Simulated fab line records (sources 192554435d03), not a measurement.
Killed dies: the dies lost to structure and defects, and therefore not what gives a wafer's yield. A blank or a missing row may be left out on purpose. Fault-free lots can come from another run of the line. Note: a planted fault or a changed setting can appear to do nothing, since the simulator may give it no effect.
Chamber matching / flow n5Finfet / 4 sister chambers for N5_BEOL_M3_STRIP_36 on rieDiel-02
The step strips in N2/H2. 8 wafers are shown with their chamber, then 12 later ones without.

## WAFERS, EACH WITH ITS CHAMBER
wafer=L078.4; chamber=2; showerheadPlenumPTorr (Torr)=2.43; throttleValvePct (%)=23.7
wafer=L081.2; chamber=2; showerheadPlenumPTorr (Torr)=2.43; throttleValvePct (%)=23.7
wafer=L083.3; chamber=3; showerheadPlenumPTorr (Torr)=2.53; throttleValvePct (%)=23.7
wafer=L083.5; chamber=1; showerheadPlenumPTorr (Torr)=2.61; throttleValvePct (%)=23.4
wafer=L083.6; chamber=0; showerheadPlenumPTorr (Torr)=2.59; throttleValvePct (%)=22.8
wafer=L085.1; chamber=1; showerheadPlenumPTorr (Torr)=2.60; throttleValvePct (%)=23.4
wafer=L085.3; chamber=3; showerheadPlenumPTorr (Torr)=2.53; throttleValvePct (%)=23.6
wafer=L085.5; chamber=0; showerheadPlenumPTorr (Torr)=2.59; throttleValvePct (%)=22.8

## WAFERS WHOSE CHAMBER IS MISSING
wafer=L090.1; showerheadPlenumPTorr (Torr)=2.60; throttleValvePct (%)=23.4
wafer=L090.4; showerheadPlenumPTorr (Torr)=2.53; throttleValvePct (%)=23.7
wafer=L090.5; showerheadPlenumPTorr (Torr)=2.60; throttleValvePct (%)=23.4
wafer=L089.3; showerheadPlenumPTorr (Torr)=2.58; throttleValvePct (%)=22.8
wafer=L089.5; showerheadPlenumPTorr (Torr)=2.42; throttleValvePct (%)=23.7
wafer=L089.6; showerheadPlenumPTorr (Torr)=2.60; throttleValvePct (%)=23.4
wafer=L091.2; showerheadPlenumPTorr (Torr)=2.53; throttleValvePct (%)=23.7
wafer=L091.3; showerheadPlenumPTorr (Torr)=2.42; throttleValvePct (%)=23.7
wafer=L091.5; showerheadPlenumPTorr (Torr)=2.58; throttleValvePct (%)=22.8
wafer=L097.3; showerheadPlenumPTorr (Torr)=2.41; throttleValvePct (%)=23.8
wafer=L097.4; showerheadPlenumPTorr (Torr)=2.57; throttleValvePct (%)=22.8
wafer=L097.6; showerheadPlenumPTorr (Torr)=2.52; throttleValvePct (%)=23.7

## WHICH CHAMBER EACH WENT THROUGH
wafer=L090.1; from the rows above=1; in truth=1
wafer=L090.4; from the rows above=3; in truth=3
wafer=L090.5; from the rows above=1; in truth=1
wafer=L089.3; from the rows above=0; in truth=0
wafer=L089.5; from the rows above=2; in truth=2
wafer=L089.6; from the rows above=1; in truth=1
wafer=L091.2; from the rows above=3; in truth=3
wafer=L091.3; from the rows above=2; in truth=2
wafer=L091.5; from the rows above=0; in truth=0
wafer=L097.3; from the rows above=2; in truth=2
wafer=L097.4; from the rows above=0; in truth=0
wafer=L097.6; from the rows above=3; in truth=3
Correctly placed: 12 of 12. From these rows, 0 cannot be placed. Placed wrongly: 0.
How it was worked out, from the rows above alone: a wafer's distance from a chamber is the root of the sum, over the readings, of the square of ((its reading less the chamber's mean) divided by the reading's scatter). If the next closest chamber is less than 2 further off than the closest, the wafer can't be placed; otherwise it belongs to the closest. Each chamber's mean is taken over the wafers shown for it. How the scatter is found: for the shown wafers, subtract from each reading the mean of its chamber, square and add these, divide the total by (wafers less chambers), then take the root.
